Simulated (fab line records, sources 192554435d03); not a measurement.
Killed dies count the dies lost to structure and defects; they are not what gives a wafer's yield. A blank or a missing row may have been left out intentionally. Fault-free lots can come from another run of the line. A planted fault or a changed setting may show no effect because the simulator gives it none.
A single fault, viewed from 2 desks / flow n5 finfet / each desk holds nothing but its own numbers, with what lay behind them at the end

== METROLOGY DESK ==
Lot by lot, what the gauges showed, no matter which tool ran the lot: averages of those sampled wafers that carry a number. The brackets show how far a lot's mean lies from the usual mean; more than 4 standard deviations puts the lot out of limits, marked OUT. Readings shown: 7 of its 10, picked as those furthest out on some lot.
Columns: A = DIBL_P at N5_BEOL_M4_RC_MEAS_101, usual 36.4 mV/V; B = IOFF_N at N5_BEOL_M4_RC_MEAS_101, usual 0.17 nA/um; C = ION_N at N5_BEOL_M4_RC_MEAS_101, usual 678 uA/um; D = ION_P at N5_BEOL_M4_RC_MEAS_101, usual 462 uA/um; E = SS_N at N5_BEOL_M4_RC_MEAS_101, usual 71.7 mV/dec; F = VT_N at N5_BEOL_M4_RC_MEAS_101, usual 249 mV; G = VT_P at N5_BEOL_M4_RC_MEAS_101, usual -251 mV
lot=L498; first seen here=day 11 14:36; A=36.6; B=0.15; C=672; D=464; E=71.8; F=250; G=-248
lot=L505; first seen here=day 13 11:50; A=38.2; B=0.18; C=694; D=472; E=71.6; F=246; G=-249
lot=L510; first seen here=day 14 22:01; A=36.5; B=0.18; C=678; D=459; E=71.3; F=247; G=-251
This desk found nothing out of limits on any of the 3 lots.

== THE TOOL OWNER'S DESK: ald sin-04 ==
The tool's own readings at N5_MOL_CONTACT_COAG_ALD_133 (deposits SiO2, target thk 5 nm, pulse time 1 s, co reactant pulse time 1 s): means of the sampled wafers that have a number, for each lot that ran on this tool. The brackets show how far a lot's mean lies from the usual mean; more than 4 standard deviations puts the lot out of limits, marked OUT.
Columns: A = heater power outer w at N5_MOL_CONTACT_COAG_ALD_133, usual 42 W; B = heater power w at N5_MOL_CONTACT_COAG_ALD_133, usual 80 W; C = precursor pulse height rel at N5_MOL_CONTACT_COAG_ALD_133, usual 0.999
lot=L498; first seen here=day 7 17:27; A=42; B=79; C=0.998
lot=L510; first seen here=day 10 22:34; A=42; B=81; C=1.004
This desk found nothing out of limits on any of the 2 lots.

== PUT TOGETHER ==
The metrology desk saw nothing out of limits.
The tool owner's desk saw nothing out of limits.

== WHAT HAD BEEN PUT IN BY THE SIMULATOR ==
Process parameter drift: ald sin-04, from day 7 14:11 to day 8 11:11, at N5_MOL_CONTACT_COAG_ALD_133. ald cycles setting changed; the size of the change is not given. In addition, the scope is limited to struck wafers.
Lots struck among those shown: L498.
